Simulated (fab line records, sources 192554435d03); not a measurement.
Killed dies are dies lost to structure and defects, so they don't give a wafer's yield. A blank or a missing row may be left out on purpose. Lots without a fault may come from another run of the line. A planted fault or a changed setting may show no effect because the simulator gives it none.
One fault seen from 3 desks | flow n5_finfet | each desk has only its own numbers; what lay behind them comes last

THE METROLOGY DESK
What the gauges read, lot by lot, whatever tool the lot ran on: means of the sampled wafers that have a number. A lot is out of limits, marked OUT, if its mean lies more than 4 standard deviations from the usual mean; the brackets give that distance.
Columns: A = cd_nm at N5_BEOL_M8_CD_MEAS_11, usual 38.5 nm; B = M8_OVL at N5_BEOL_M8_OVL_MEAS_12, usual -0.3 nm
lot  | first seen here | A    | B
L857 | day 10 18:22    | 39.5 | -0.7
L859 | day 10 21:22    | 38.9 | -0.5
L867 | day 13 06:44    | 38.8 | -0.3
L866 | day 13 06:54    | 38.6 | -0.8
L869 | day 13 23:59    | 39.0 | 0.2
L872 | day 14 15:31    | 38.0 | 0.4
This desk's finding: nothing out of limits on any of the 6 lots.

THE DEFECT DESK
What the inspections along the route counted, lot by lot: means of the sampled wafers that have a number. A lot is out of limits, marked OUT, if its mean lies more than 4 standard deviations from the usual mean; the brackets give that distance.
Columns: A = raw_defect_count at N5_BEOL_M8_INSPECT_13, usual 446
lot  | first seen here | A
L857 | day 10 18:25    | 534
L859 | day 10 21:25    | 468
L867 | day 13 06:47    | 368
L866 | day 13 06:58    | 504
L869 | day 14 00:03    | 694
L872 | day 14 15:35    | 529
This desk's finding: nothing out of limits on any of the 6 lots.

THE TOOL OWNER'S DESK: rie_diel-06
The tool's own readings at N5_BEOL_M8_ETCH_62 (etches SOC in N2/H2, target depth 110 nm, overetch 22 nm, time 165 s): means of the sampled wafers that have a number, for each lot that ran on this tool. A lot is out of limits, marked OUT, if its mean lies more than 4 standard deviations from the usual mean; the brackets give that distance.
Columns: A = drypump_motor_current_A at N5_BEOL_M8_ETCH_62, usual 5.5 A; B = oes_product_au at N5_BEOL_M8_ETCH_62, usual 0.66 a.u.; C = rf_vpp_V at N5_BEOL_M8_ETCH_62, usual 523.9 V; D = showerhead_plenum_p_Torr at N5_BEOL_M8_ETCH_62, usual 2.55 Torr; E = temp_c at N5_BEOL_M8_ETCH_62, usual 40.00 C; F = throttle_valve_pct at N5_BEOL_M8_ETCH_62, usual 17.91 %
lot  | first seen here | A   | B    | C     | D    | E     | F
L857 | day 10 18:34    | 5.0 | 0.67 | 525.0 | 2.55 | 40.01 | 17.89
L866 | day 13 07:05    | 5.0 | 0.62 | 521.6 | 2.46 | 39.95 | 17.96
L869 | day 14 00:43    | 5.1 | 0.70 | 526.0 | 2.60 | 39.95 | 18.06
This desk's finding: nothing out of limits on any of the 3 lots.

PUT TOGETHER
The metrology desk saw nothing out of limits.
The defect desk saw nothing out of limits.
The tool owner's desk saw nothing out of limits.

WHAT THE SIMULATOR HAD PUT IN
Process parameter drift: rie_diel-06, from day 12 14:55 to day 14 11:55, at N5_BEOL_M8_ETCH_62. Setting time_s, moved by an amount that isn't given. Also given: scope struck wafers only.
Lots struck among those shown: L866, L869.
